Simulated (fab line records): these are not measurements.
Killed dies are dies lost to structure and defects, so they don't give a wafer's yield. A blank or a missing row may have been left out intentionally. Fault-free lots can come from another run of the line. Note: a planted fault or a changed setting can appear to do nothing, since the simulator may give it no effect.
Split-lot study -- flow n5_finfet -- route with 1938 steps; 7 lots, 21 wafers read

## ON THE SPLIT
At N5_DUMMY_GATE_DESCUM_20 (chemistry O2, time 6.2 s), the setting time_s was moved away from the recipe's 6.2 s on 6 of the 21 wafers read, by -15.1% to +20.4%. The other wafers ran this setting at the recipe's value.

The split's own step is where the reading is taken.

## THE READING
CAR-EUV_of_DUMMY_GATE_COAT_09.thk_nm (the simulator's own value, which no gauge read), in nm, at N5_DUMMY_GATE_DESCUM_20 (chemistry O2, time 6.2 s). There is no usual value for it anywhere in the file. The 15 wafers here that ran the recipe average 26.5 nm, standard deviation 0.1 nm.

wafer,"tool, chamber at the split","time_s as run, s",against the recipe,"CAR-EUV_of_DUMMY_GATE_COAT_09.thk_nm, nm",against lot-mates on the recipe
L076.3,"rie_diel-01, 0",6.2,recipe,26.6,-
L076.5,"rie_diel-01, 1,0",5.263,-15.1%,26.8,+0.2
L076.6,"rie_diel-01, 1,0",5.263,-15.1%,26.8,+0.2
L080.2,"rie_diel-05, 3",6.2,recipe,26.6,-
L080.5,"rie_diel-05, 3",6.2,recipe,26.4,-
L080.6,"rie_diel-05, 2",7.273,+17.3%,26,-0.5
L082.3,"rie_diel-01, 1,0",5.542,-10.6%,26.8,+0.2
L082.6,"rie_diel-01, 1,0",5.542,-10.6%,26.8,+0.2
L082.5,"rie_diel-01, 1",6.2,recipe,26.6,-
L084.1,"rie_diel-06, 0,1",6.2,recipe,26.6,-
L084.6,"rie_diel-06, 0,1",6.2,recipe,26.6,-
L084.2,"rie_diel-06, 3",6.2,recipe,26.4,-
L089.1,"rie_diel-06, 3",7.463,+20.4%,25.6,-0.8
L089.4,"rie_diel-06, 0,1",6.2,recipe,26.4,-
L089.6,"rie_diel-06, 0,1",6.2,recipe,26.4,-
L091.3,"rie_diel-05, 3,1,1",6.2,recipe,26.4,-
L091.4,"rie_diel-05, 3,1,1",6.2,recipe,26.4,-
L091.5,"rie_diel-05, 3,1,1",6.2,recipe,26.4,-
L094.1,"rie_diel-06, 2,0,3",6.2,recipe,26.6,-
L094.4,"rie_diel-06, 2,0,3",6.2,recipe,26.6,-
L094.5,"rie_diel-06, 2,0,3",6.2,recipe,26.6,-
Where a row lists several chambers, the file gives one row for several wafers and doesn't say which wafer went through which chamber.

THE FIT
A straight line over all 21 wafers: CAR-EUV_of_DUMMY_GATE_COAT_09.thk_nm changes by -0.0306 nm for each +1% of time_s; r = -0.91; the points scatter about the line by 0.12 nm.
The same after taking each lot's own level away (the mean of its wafers on the recipe; 21 wafers): -0.0256 nm for each +1%; r = -0.92; scatter 0.095 nm.
According to that fit, moving time_s by its largest amount changes the reading by 0.52 nm.
From 26.40 to 26.60 nm: that is the span of the lots' own levels, equal to 2.0 times the standard deviation above.
Thus the slope moves with the lot-to-lot level: the two fits are different.
Check: with one of the wafers moved furthest among these (+20.4%) left out of the fit, the line predicts -0.426 nm for it against its lot-mates. It came out at -0.8 nm against them.

## THESE WAFERS: OTHER SPLITS
Before the reading, these wafers also passed through other splits. Each is held against what the fit with the lots' levels taken away leaves over:
other split on the same wafers,wafers away from the commonest value,r with CAR-EUV_of_DUMMY_GATE_COAT_09.thk_nm (lot level and that fit taken away)
N5_ZERO_LAYER_EXPOSE_08 dose_mj,3,+0.02
N5_ZERO_LAYER_DEVELOP_10 develop_time_s,4,-0.15
N5_FIN_SAQP_SPACER1_ALD_24 temp_c,6,-0.01

## FILE'S OWN FIT
CAR-EUV_of_DUMMY_GATE_COAT_09.thk_nm changes by -0.0285 nm for each +1% of time_s, r = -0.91.
